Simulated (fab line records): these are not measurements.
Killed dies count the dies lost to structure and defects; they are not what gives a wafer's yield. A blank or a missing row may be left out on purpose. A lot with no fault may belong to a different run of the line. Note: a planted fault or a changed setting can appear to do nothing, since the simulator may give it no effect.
Matching of chambers :: flow n5-finfet :: cvd-co-02 running N5_BEOL_M6_CVD_78: 3 sister chambers
The step deposits Co from CCTBA/H2, target thk 2 nm, time 142.3 s. 18 wafers are shown with their chamber, then 9 later ones without.

## WAFERS, EACH WITH ITS CHAMBER
wafer: L222.2
chamber: 1
run-length-s (s): 165.4

wafer: L222.3
chamber: 2
run-length-s (s): 165.5

wafer: L222.5
chamber: 2
run-length-s (s): 165.7

wafer: L225.1
chamber: 0
run-length-s (s): 165.1

wafer: L225.3
chamber: 1
run-length-s (s): 165.6

wafer: L225.4
chamber: 2
run-length-s (s): 165.8

wafer: L226.1
chamber: 2
run-length-s (s): 165.7

wafer: L226.3
chamber: 0
run-length-s (s): 165.4

wafer: L226.5
chamber: 1
run-length-s (s): 165.4

wafer: L229.1
chamber: 0
run-length-s (s): 165.6

wafer: L229.2
chamber: 2
run-length-s (s): 165.4

wafer: L228.1
chamber: 0
run-length-s (s): 165.4

wafer: L228.4
chamber: 0
run-length-s (s): 164.8

wafer: L231.3
chamber: 2
run-length-s (s): 165.9

wafer: L231.5
chamber: 0
run-length-s (s): 164.8

wafer: L241.1
chamber: 0
run-length-s (s): 165.0

wafer: L241.2
chamber: 1
run-length-s (s): 165.3

wafer: L241.3
chamber: 2
run-length-s (s): 165.9

SIGNATURES, as means of the wafers listed above
reading: run-length-s
chamber 0: 165.157
chamber 1: 165.425
chamber 2: 165.700
scatter within a chamber: 0.24
Rule: for each reading, subtract the chamber's mean from the wafer's reading, divide by that reading's scatter and square the result; add these up over the readings and take the root, which gives the wafer's distance from the chamber. The wafer belongs to the nearest chamber; if the next one is less than 2 further off, it can't be placed. The scatter: take each reading less its chamber's mean, square it, sum over the shown wafers, divide by the number of wafers less the number of chambers, and take the root.

## WAFERS MISSING THEIR CHAMBER
wafer: L240.1
run-length-s (s): 165.9

wafer: L240.2
run-length-s (s): 165.5

wafer: L240.3
run-length-s (s): 165.8

wafer: L245.1
run-length-s (s): 164.9

wafer: L245.3
run-length-s (s): 165.1

wafer: L245.6
run-length-s (s): 165.4

wafer: L242.2
run-length-s (s): 165.9

wafer: L242.4
run-length-s (s): 165.4

wafer: L242.5
run-length-s (s): 165.1

## EACH ONE'S CHAMBER
wafer: L240.1
from the rows above: can't be placed: 2 or 1
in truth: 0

wafer: L240.2
from the rows above: can't be placed: 1 or 2 or 0
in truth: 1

wafer: L240.3
from the rows above: can't be placed: 2 or 1
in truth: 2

wafer: L245.1
from the rows above: can't be placed: 0 or 1
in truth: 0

wafer: L245.3
from the rows above: can't be placed: 0 or 1
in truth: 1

wafer: L245.6
from the rows above: can't be placed: 1 or 0 or 2
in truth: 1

wafer: L242.2
from the rows above: can't be placed: 2 or 1
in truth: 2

wafer: L242.4
from the rows above: can't be placed: 1 or 0 or 2
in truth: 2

wafer: L242.5
from the rows above: can't be placed: 0 or 1
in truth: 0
Placed correctly: 0 of 9. Unplaceable from these rows: 9, with the true chamber sitting among the candidates in 8. Placed wrongly: 0.
